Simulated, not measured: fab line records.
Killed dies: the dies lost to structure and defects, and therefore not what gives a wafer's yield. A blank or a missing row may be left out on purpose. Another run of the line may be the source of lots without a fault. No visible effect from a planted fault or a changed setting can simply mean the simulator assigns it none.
A struck lot beside a sound one + flow nand harc + 16 out of 1159 route steps
Sound: wafers L746.2, L746.3, L746.4. Struck: wafer L749.4 (left out: L749.2, L749.5 of the same lot, which were not struck); the cause appears at the end.
Per side, at each step with rows, come the tool, then ch with its chambers, and then its first start. Under that, the readings that differ: sound wafers + struck wafers + difference of the means + sigmas: that difference in standard deviations of wafers without a fault.
alike: same words and numbers on both sides, and readings whose means sit less than 2 such deviations apart. not compared: any withheld reading, any reading some wafer has no value for, any bound like >300 that may hide the same value, and any number with overlapping values for which the record gives no deviation.
The two part at a step that has a row with sigmas, a row that says differs or no value, or rows on one side only. Non-overlapping numbers with no deviation appear without sigmas and do not part them. A reading that every wafer of one side lacks parts them only if that side has two wafers or more.

NHARC_P_M0_OVL_MEAS_10: pitch 180 nm.
  sound: overlay-01 at day 6 19:43; struck: overlay-02 at day 8 00:40
| reading           | sound       | struck | difference | sigmas |
|-------------------|-------------|--------|------------|--------|
| overlay x nm (nm) | 0.9 0.6 0.7 | -1.3   | -2.0       | -3     |
  alike: overlay y nm
NHARC_P_M0_INSPECT_11:
  sound: defect inspect-01 at day 6 19:44; struck: defect inspect-01 at day 8 00:42
  alike: raw defect count
then, 1 step without rows for these wafers: NHARC_P_M0_DESCUM_14 (chemistry O2, time 3 s).
NHARC_P_M0_ETCH_34: etches the open film in N2/H2, target depth 40 nm, overetch 12 nm, time 43.94 s.
  sound on rie diel-07 ch 0,1,2, day 6 19:53; struck on rie diel-11 ch 3, day 8 00:50
| reading                     | sound       | struck | difference | sigmas |
|-----------------------------|-------------|--------|------------|--------|
| drypump motor current A (A) | 5.3 5.6 6.1 | 6.5    | +0.8       | +2     |
| rf hours counter h (h)      | 6 6 5       | 10     | +4         |        |
  alike: oes product au, rf vpp V, showerhead plenum p Torr, throttle valve pct
NHARC_P_M0_ETCH_15: etches the open film in C4F8/Ar, target depth 150 nm, overetch 15 nm, time 82.5 s.
  sound: rie diel-07 ch 0,1,3; struck: rie diel-11 ch 0
| reading                | sound             | struck | difference | sigmas |
|------------------------|-------------------|--------|------------|--------|
| oes product au (a.u.)  | 0.957 0.967 0.960 | 0.913  | -0.048     | -2     |
| rf hours counter h (h) | 6 6 6             | 10     | +4         |        |
  alike: rf vpp V
NHARC_P_M0_CD_MEAS_16:
  sound: cd sem-02 at day 6 20:06; struck: cd sem-01 at day 8 01:04
  alike: cd nm
NHARC_P_M0_STRIP_18: strips in N2/H2.
  sound on rie diel-04 ch 1,2,3, day 6 20:12; struck on rie diel-07 ch 3, day 8 01:08
| reading                | sound       | struck | difference | sigmas |
|------------------------|-------------|--------|------------|--------|
| rf hours counter h (h) | 1.7 1.2 1.6 | 7.5    | +6.0       |        |
  alike: drypump motor current A, oes product au, rf vpp V, showerhead plenum p Torr, throttle valve pct
then, 2 steps without rows for these wafers: NHARC_P_M0_STRIP_19 (strips in post etch residue remover, time 600 s); NHARC_P_M0_DEGAS_28 (time 60 s).
NHARC_P_M0_PRE_CLEAN_29: time 30 s.
  sound on pvd sputter-01; struck on pvd sputter-02
  alike: heater power w
then, 1 step without rows for these wafers: NHARC_P_M0_PVD_20 (deposits TaN, target thk 5 nm, time 8.06 s).
NHARC_P_M0_PVD_21: deposits Cu, target thk 30 nm, time 20.49 s.
  sound on pvd sputter-01; struck on pvd sputter-02
  alike: throttle valve pct
NHARC_P_M0_ECD_22: material Cu, target thk 400 nm.
  sound on ecd cu-02 ch 0,1, day 6 21:05; struck on ecd cu-02 ch 0,1, day 8 02:13
then, 1 step without rows for these wafers: NHARC_P_M0_ANNEAL_30 (time 90 s).
NHARC_P_M0_CMP_23: polishes, t overpolish 20 s, target thk 117.53 nm.
  sound on cmp-03 ch 0,2,3, day 6 21:49; struck on cmp-03 ch 0, day 8 02:59
| reading                | sound    | struck | difference | sigmas |
|------------------------|----------|--------|------------|--------|
| time to endpoint s (s) | 23 28 27 | 9      | -17        | -5     |
  alike: motor current A, retaining ring pressure frac
NHARC_P_M0_THK_MEAS_24: measures by xrf.
  sound: film metro-02 at day 6 22:08; struck: film metro-02 at day 8 03:15
  alike: thk nm

WHERE THEY PART
At NHARC_P_M0_OVL_MEAS_10 first; at NHARC_P_M0_CMP_23 last (within this record only). Later steps at which nothing parts them and some readings are alike: NHARC_P_M0_THK_MEAS_24.

WHY: what had been put in by the simulator
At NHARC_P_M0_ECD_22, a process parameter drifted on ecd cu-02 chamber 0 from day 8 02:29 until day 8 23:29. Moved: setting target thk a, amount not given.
